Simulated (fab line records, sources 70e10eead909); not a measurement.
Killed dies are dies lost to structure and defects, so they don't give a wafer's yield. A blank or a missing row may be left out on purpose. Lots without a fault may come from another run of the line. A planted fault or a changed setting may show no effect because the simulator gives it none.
Which tool did it? | flow nand_harc | 15 lots, 43 wafers sampled, at 3 steps of a route of 1159

WHAT THE GAUGES READ, wafer by wafer
NHARC_A_ONON_D1_THK_MEAS_21: measures by ellipsometry. Usual: thk_nm 996 nm, standard deviation 10.
lot  | measured     | on            | thk_nm (nm)    | flag
L551 | day 8 09:52  | film_metro-01 | 992 990 990    |
L552 | day 8 09:52  | film_metro-02 | 992 992 994    |
L554 | day 8 18:41  | film_metro-01 | 991 991 993    |
L555 | day 8 18:41  | film_metro-02 | 1017 1018 1018 |
L553 | day 8 18:44  | film_metro-01 | 996 993 995    |
L556 | day 9 07:14  | film_metro-02 | 999 997 999    |
L557 | day 9 19:09  | film_metro-02 | 999 997 1001   |
L561 | day 10 04:51 | film_metro-02 | 990 993 993    |
L563 | day 11 06:06 | film_metro-01 | 990 992 991    |
L567 | day 12 00:51 | film_metro-02 | 1536 999       | OFF
L568 | day 12 05:51 | film_metro-02 | 1552 1015 1551 | OFF
L570 | day 12 21:33 | film_metro-01 | 1526 1526      | OFF
L571 | day 12 21:34 | film_metro-01 | 999 1001 1000  |
L572 | day 12 21:41 | film_metro-02 | 978 979 978    |
L574 | day 13 19:28 | film_metro-02 | 1020 1018 1018 |

NHARC_END_SORT_01. Usual: killed_at_array 26, standard deviation 9.1; killed_at_other 0.7, standard deviation 0.9; killed_at_periphery 3.6, standard deviation 2.8; killed_dies 30, standard deviation 9.2; killed_open 3.0, standard deviation 1.9; killed_short 2.0, standard deviation 1.4.
lot  | measured     | on        | killed_at_array | killed_at_other | killed_at_periphery | killed_dies | killed_open | killed_short | flag
L567 | day 24 01:56 | prober-01 | 672 23          | 1 1             | 4 10                | 677 34      | 5 2         | 0 0          | OFF
L568 | day 24 01:55 | prober-02 | 676 32 673      | 1 1 0           | 0 2 4               | 677 35 677  | 3 2 4       | 1 4 2        | OFF
L570 | day 25 01:31 | prober-01 | 675 675         | 0 0             | 2 2                 | 677 677     | 2 3         | 2 5          | OFF

WHICH TOOL RAN EACH LOT (tool, then ch and the chambers of the sampled wafers, then the start)
lot  | NHARC_A_ONON_D1_DEP_19
L551 | pecvd_onon-01 ch 0, day 8 09:21
L552 | pecvd_onon-03 ch 0, day 8 09:25
L554 | pecvd_onon-01 ch 0, day 8 18:11
L555 | pecvd_onon-02 ch 0, day 8 18:14
L553 | pecvd_onon-03 ch 0, day 8 18:16
L556 | pecvd_onon-02 ch 0, day 9 06:43
L557 | pecvd_onon-03 ch 0, day 9 18:38
L561 | pecvd_onon-01 ch 0, day 10 04:31
L563 | pecvd_onon-01 ch 0, day 11 05:35
L567 | pecvd_onon-01 ch 0, day 12 00:20
L568 | pecvd_onon-01 ch 0, day 12 05:21
L570 | pecvd_onon-01 ch 0, day 12 21:02
L571 | pecvd_onon-02 ch 0, day 12 21:07
L572 | pecvd_onon-03 ch 0, day 12 21:17
L574 | pecvd_onon-03 ch 0, day 13 19:05
- NHARC_A_ONON_D1_DEP_19: target thk 1000 nm.

WHAT THE TOOLS THEMSELVES READ (means of the sampled wafers that have a number; where no wafer has one, the mark that the record gives instead)
The record holds no such reading with a usual standard deviation.

THE ANSWER, worked out from the rows above alone
Rule: a lot is off if the mean of its wafers that have a number lies more than 3 standard deviations from the usual mean. A lot without any number at a reading at which 4 lots or more have one is off too. The other lots that the step has rows for count as sound. The gauges are gone through in route order, then the tools' own readings, and for those a lot's mean is taken as printed above. The first step at which some lot is off is used, and at that step the reading that is off furthest; a lot without a number counts as furthest.
Off: L567, L568, L570, at NHARC_A_ONON_D1_THK_MEAS_21 (thk_nm).
A tool fits if, at a process step before that reading, it ran every lot that is off, and no sound lot after the first of them. The gauges at NHARC_A_ONON_D1_THK_MEAS_21 aren't tried: what is off there is off at NHARC_END_SORT_01 too, on other tools, and a gauge's error can't cause that. One fits: pecvd_onon-01 at NHARC_A_ONON_D1_DEP_19. Its last sound lot is L563 (day 11 05:35), its first lot that is off L567 (day 12 00:20): a fault that began between those two fits.

WHAT THE SIMULATOR HAD PUT IN
Process parameter drift: pecvd_onon-01, from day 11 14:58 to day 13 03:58, at NHARC_A_ONON_D1_DEP_19. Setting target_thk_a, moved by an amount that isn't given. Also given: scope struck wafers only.
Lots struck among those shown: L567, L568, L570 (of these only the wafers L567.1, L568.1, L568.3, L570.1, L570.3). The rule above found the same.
